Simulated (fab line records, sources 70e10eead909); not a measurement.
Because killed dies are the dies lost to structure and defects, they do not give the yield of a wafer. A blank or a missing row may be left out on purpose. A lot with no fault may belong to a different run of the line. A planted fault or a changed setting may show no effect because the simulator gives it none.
Struck lot and sound lot, side by side + flow nandHarc + 15 out of 1159 route steps
Sound: the wafers L791.3, L791.4, L791.6. Wafers L800.3, L800.5, L800.6 were the ones struck. Last of all comes the cause.
For every step that has rows: the tool of each side, followed by ch and its chambers, followed by its first start. Under that, the readings that differ: sound wafers + struck wafers + difference of the means + sigmas: that difference in standard deviations of wafers without a fault.
alike: readings with means less than 2 such deviations apart, plus words and numbers identical on both sides. not compared: withheld readings, readings lacking a value on some wafer, bounds such as >300 that could conceal the same value, and numbers that have no deviation in the record and whose values overlap.
The two part at a step that has a row with sigmas, a row that says differs or no value, or rows on one side only. Numbers that don't overlap but have no deviation are shown without sigmas and don't part them. Lack of a reading on every wafer of one side parts them only where that side has two or more wafers.

first, 1 step without rows for these wafers: NHARC_A_ONON_D1_DEP_03 (target thk 1000 nm).
NHARC_A_ONON_D1_THK_MEAS_05: measures by ellipsometry.
  struck on filmMetro-02, day 10 19:19; sound on filmMetro-01, day 8 02:10
  alike: thkNm
then, no rows for these wafers at 1 step: NHARC_A_ONON_D1_DEP_06 (target thk 1000 nm).
NHARC_A_ONON_D1_THK_MEAS_08: measures by ellipsometry.
  struck on filmMetro-01, day 10 19:53; sound on filmMetro-02, day 8 02:44
| reading    | sound          | struck      | difference | sigmas |
|------------|----------------|-------------|------------|--------|
| thkNm (nm) | 1006 1007 1007 | 988 989 990 | -18        | -2     |
then, no rows for these wafers at 1 step: NHARC_A_ONON_D1_DEP_09 (target thk 1000 nm).
NHARC_A_ONON_D1_THK_MEAS_11: measures by ellipsometry.
  struck on filmMetro-01, day 10 20:26; sound on filmMetro-01, day 8 03:24
  alike: thkNm
then, no rows for these wafers at 1 step: NHARC_A_ONON_D1_DEP_12 (target thk 1000 nm).
NHARC_A_ONON_D1_THK_MEAS_14: measures by ellipsometry.
  struck on filmMetro-01, day 10 21:01; sound on filmMetro-01, day 8 03:58
  alike: thkNm
then, 2 steps without rows for these wafers: NHARC_A_ONON_D1_ANNEAL_15 (time 3600 s); NHARC_A_ONON_D1_DEP_16 (target thk 1000 nm).
NHARC_A_ONON_D1_THK_MEAS_18: measures by ellipsometry.
  struck on filmMetro-02, day 11 05:04; sound on filmMetro-01, day 8 11:46
  alike: thkNm
NHARC_A_ONON_D1_DEP_19: target thk 1000 nm.
  sound on pecvdOnon-03 ch 0, day 8 12:04; struck on pecvdOnon-03 ch 0, day 11 05:14
  alike: nh3FlowSccm
NHARC_A_ONON_D1_THK_MEAS_21: measures by ellipsometry.
  struck on filmMetro-01, day 11 05:37; sound on filmMetro-01, day 8 12:28
| reading    | sound       | struck      | difference | sigmas |
|------------|-------------|-------------|------------|--------|
| thkNm (nm) | 991 992 990 | 753 752 751 | -239       | -22    |
then, no rows for these wafers at 1 step: NHARC_A_ONON_D1_DEP_22 (target thk 1000 nm).
-- jump in the record: it breaks off in module A_ONON_D1 and resumes in module END (first step shown: number 1159 of the route), and 11 days separate the struck wafers' starts before and after --
NHARC_END_SORT_01:
  only the struck wafers appear in the record here, on prober-02 ch 0 at day 22 14:59; the sound ones have no rows

WHERE THEY PART
Last at NHARC_END_SORT_01 as far as this record goes, first at NHARC_A_ONON_D1_THK_MEAS_08.

WHY: what the simulator had put in
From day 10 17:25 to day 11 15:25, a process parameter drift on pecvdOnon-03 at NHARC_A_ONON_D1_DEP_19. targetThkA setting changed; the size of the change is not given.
